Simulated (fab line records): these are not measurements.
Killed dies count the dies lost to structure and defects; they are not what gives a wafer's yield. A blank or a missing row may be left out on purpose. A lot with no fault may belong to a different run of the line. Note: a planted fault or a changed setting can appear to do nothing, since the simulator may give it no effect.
Chamber matching || flow nand-harc || NHARC_A_CHANNEL_FILL_D2_ALD_02 on ald-hk-01 has 4 sister chambers
The step deposits SiO2, target thk 6 nm, pulse time 10 s, ald cycles 60. 8 wafers are shown with their chamber, then 9 later ones without.

== EACH WAFER AND ITS CHAMBER ==
{"wafer": "L076.1", "chamber": 0, "heater-power-w (W)": 469, "precursor-pulse-height-rel": 1.020}
{"wafer": "L078.2", "chamber": 2, "heater-power-w (W)": 448, "precursor-pulse-height-rel": 0.996}
{"wafer": "L082.1", "chamber": 1, "heater-power-w (W)": 530, "precursor-pulse-height-rel": 0.984}
{"wafer": "L082.4", "chamber": 3, "heater-power-w (W)": 433, "precursor-pulse-height-rel": 0.989}
{"wafer": "L082.5", "chamber": 2, "heater-power-w (W)": 458, "precursor-pulse-height-rel": 0.981}
{"wafer": "L087.1", "chamber": 1, "heater-power-w (W)": 526, "precursor-pulse-height-rel": 0.968}
{"wafer": "L087.2", "chamber": 0, "heater-power-w (W)": 461, "precursor-pulse-height-rel": 0.979}
{"wafer": "L087.3", "chamber": 3, "heater-power-w (W)": 425, "precursor-pulse-height-rel": 1.017}

== WAFERS WITHOUT THEIR CHAMBER ==
{"wafer": "L090.1", "heater-power-w (W)": 459, "precursor-pulse-height-rel": 0.994}
{"wafer": "L090.3", "heater-power-w (W)": 526, "precursor-pulse-height-rel": 0.975}
{"wafer": "L090.4", "heater-power-w (W)": 455, "precursor-pulse-height-rel": 1.008}
{"wafer": "L089.1", "heater-power-w (W)": 512, "precursor-pulse-height-rel": 0.970}
{"wafer": "L089.2", "heater-power-w (W)": 435, "precursor-pulse-height-rel": 1.007}
{"wafer": "L089.3", "heater-power-w (W)": 440, "precursor-pulse-height-rel": 0.997}
{"wafer": "L094.1", "heater-power-w (W)": 452, "precursor-pulse-height-rel": 1.052}
{"wafer": "L094.4", "heater-power-w (W)": 421, "precursor-pulse-height-rel": 1.006}
{"wafer": "L094.5", "heater-power-w (W)": 460, "precursor-pulse-height-rel": 1.012}

== WHICH CHAMBER EACH ONE RAN IN ==
{"wafer": "L090.1", "from the rows above": "can't be placed: 0 or 2", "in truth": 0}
{"wafer": "L090.3", "from the rows above": 1, "in truth": 1}
{"wafer": "L090.4", "from the rows above": "can't be placed: 2 or 0", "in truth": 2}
{"wafer": "L089.1", "from the rows above": 1, "in truth": 1}
{"wafer": "L089.2", "from the rows above": 3, "in truth": 3}
{"wafer": "L089.3", "from the rows above": "can't be placed: 3 or 2", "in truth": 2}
{"wafer": "L094.1", "from the rows above": "can't be placed: 2 or 0 or 3", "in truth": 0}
{"wafer": "L094.4", "from the rows above": 3, "in truth": 3}
{"wafer": "L094.5", "from the rows above": "can't be placed: 0 or 2", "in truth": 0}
Correctly placed: 4 of 9. These rows do not allow placing 5 (true chamber among the candidates in 5). Number placed wrongly: 0.
How it was worked out, from the rows above alone: a wafer's distance from a chamber is the root of the sum, over the readings, of the square of ((its reading less the chamber's mean) divided by the reading's scatter). If the next closest chamber is less than 2 further off than the closest, the wafer can't be placed; otherwise it belongs to the closest. For every chamber, the mean is computed from those of its wafers that are shown. The scatter: take each reading less its chamber's mean, square it, sum over the shown wafers, divide by the number of wafers less the number of chambers, and take the root.
